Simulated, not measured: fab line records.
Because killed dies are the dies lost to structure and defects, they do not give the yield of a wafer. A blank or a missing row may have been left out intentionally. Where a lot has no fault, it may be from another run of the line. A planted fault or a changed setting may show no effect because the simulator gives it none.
8D (eight disciplines) problem report, filled in by code | flow nand-harc | the parts of the form that need people (team, actions taken, sign-off) are left out

1. THE ISSUE
rf-fwd-power-W at NHARC_A_CHANNEL_FILL_D1_ETCHBACK_20 reads a mean of 683.8 W on 6 wafers of 2 lots; wafers without a fault read 587.7 W with a standard deviation of 3. That puts it +32 standard deviations away from the usual mean.
The step: etches the open film in C4F8/O2/Ar, target depth 27 nm, time 13.5 s.
Earliest sighting: wafer L791.1 on rie-diel-13 at day 16 01:32. The record holds 36 wafers of 12 lots with a number at this step. Rule for "out" (also "out of limits"): further than 4 standard deviations from the usual mean. All remaining wafers that have a number are taken as sound.

2. WHAT IT IS, AND WHAT IT ISN'T
question                    | is                     | is not
which readings at this step | rf-fwd-power-W         | rf-vpp-V
which lots                  | L791, L793             | L778, L779, L780, L781, L783, L787, L794, L797, L798, L800
which wafers of those lots  | all that have a number | -
read on which tools         | rie-diel-13            | rie-diel-02, rie-diel-09
when                        | from day 16 01:32      | up to then (18 sound wafers); but 12 sound wafers of L794, L797, L798, L800 came after

3. SUSPECTS, AND WHAT RULES EACH OUT
Counting: any tool at a process step up to the reading is kept as a suspect provided that every lot that is out went through it and no sound lot did after the first of them.
- rtp-anneal-02 at NHARC_P_BONDPAD_ANNEAL_28 (time 90 s): ruled out as a lasting fault. After its first lot that is out, L791 (day 12 18:16), sound lots L794, L797, L800 ran on it.
- har-etch-02 at NHARC_A_CHANNEL_HOLE_D1_ETCH_23 (etches the open film in C4F8/O2/Ar, time 819 s, target depth 1600 nm): ruled out as a lasting fault. After its first lot that is out, L791 (day 14 16:37), sound lots L797, L800 ran on it.
- ald-hk-04 at NHARC_A_CHANNEL_FILL_D1_ALD_16 (deposits SiO2, target thk 1.5 nm, pulse time 10 s, ald cycles 15): ruled out as a lasting fault. After its first lot that is out, L791 (day 15 12:08), sound lots L798 ran on it.
- rie-diel-13 at NHARC_A_CHANNEL_FILL_D1_ETCHBACK_20 (etches the open film in C4F8/O2/Ar, target depth 27 nm, time 13.5 s): ruled out as a lasting fault. After its first lot that is out, L791 (day 16 01:32), sound lots L800 ran on it.
Left after counting: nothing in the record.

4. THE CAUSE (what the simulator had put in)
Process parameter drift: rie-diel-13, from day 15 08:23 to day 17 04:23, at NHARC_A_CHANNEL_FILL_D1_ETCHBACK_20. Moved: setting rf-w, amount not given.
Counting ruled it out, wrongly.

5. THE EFFECT CHAIN, in route order
One row per reading whose mean, taken over the struck wafers that have a number, lies over 3 standard deviations from the usual. Only readings whose record carries a usual standard deviation are examined. hours: median over the lots of the time between each lot's start at the first step of this table that gives one and its start at this step. sigmas: the change, counted in usual standard deviations.
hours | step                                | reading        | usual     | on struck wafers | change | sigmas
0     | NHARC_A_CHANNEL_FILL_D1_ETCHBACK_20 | oes-product-au | 0.96 a.u. | 1.08             | +0.12  | +3.6
0     | NHARC_A_CHANNEL_FILL_D1_ETCHBACK_20 | rf-fwd-power-W | 587.7 W   | 683.8            | +96.0  | +32
Here are the process steps it includes:
- NHARC_A_CHANNEL_FILL_D1_ETCHBACK_20: etches the open film in C4F8/O2/Ar, target depth 27 nm, time 13.5 s.

6. HOW IT WOULD HAVE BEEN CAUGHT EARLIER
In this record no reading fell out of limits until day 16 01:32, 17 hours after the fault had begun at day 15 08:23.
